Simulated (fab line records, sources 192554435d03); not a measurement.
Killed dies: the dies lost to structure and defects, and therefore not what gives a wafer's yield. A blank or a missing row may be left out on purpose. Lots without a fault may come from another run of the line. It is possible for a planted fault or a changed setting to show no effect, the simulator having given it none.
Matching of chambers    flow n5_finfet    rie_diel-04 running N5_BEOL_M4_STRIP_19: 4 sister chambers
The step strips in O2. 4 wafers are shown with their chamber, then 10 later ones without.

## WAFERS WITH THEIR CHAMBER
wafer   chamber  drypump_motor_current_A (A)
L088.6  0        5.9
L089.4  2        4.8
L091.1  3        5.7
L091.3  1        5.3

## WAFERS WITHOUT THEIR CHAMBER
wafer   drypump_motor_current_A (A)
L091.4  4.8
L093.1  5.6
L093.2  5.9
L093.3  4.8
L094.4  5.6
L094.5  4.8
L094.6  5.3
L095.2  5.9
L095.4  5.6
L095.5  4.8

## EACH ONE'S CHAMBER
wafer   from the rows above  in truth
L091.4  2                    2
L093.1  3                    3
L093.2  0                    0
L093.3  2                    2
L094.4  3                    3
L094.5  2                    2
L094.6  1                    1
L095.2  0                    0
L095.4  3                    3
L095.5  2                    2
Correctly placed: 10 of 10. Left unplaced by these rows: 0. Wrongly placed: 0.
How it was worked out, from the rows above alone: a wafer's distance from a chamber is the root of the sum, over the readings, of the square of ((its reading less the chamber's mean) divided by the reading's scatter). If the next closest chamber is less than 2 further off than the closest, the wafer can't be placed; otherwise it belongs to the closest. A chamber's mean is the mean of its shown wafers. The scatter: with one shown wafer a chamber, the root of the mean of the squares of how far each hidden wafer lies from its nearest shown one.
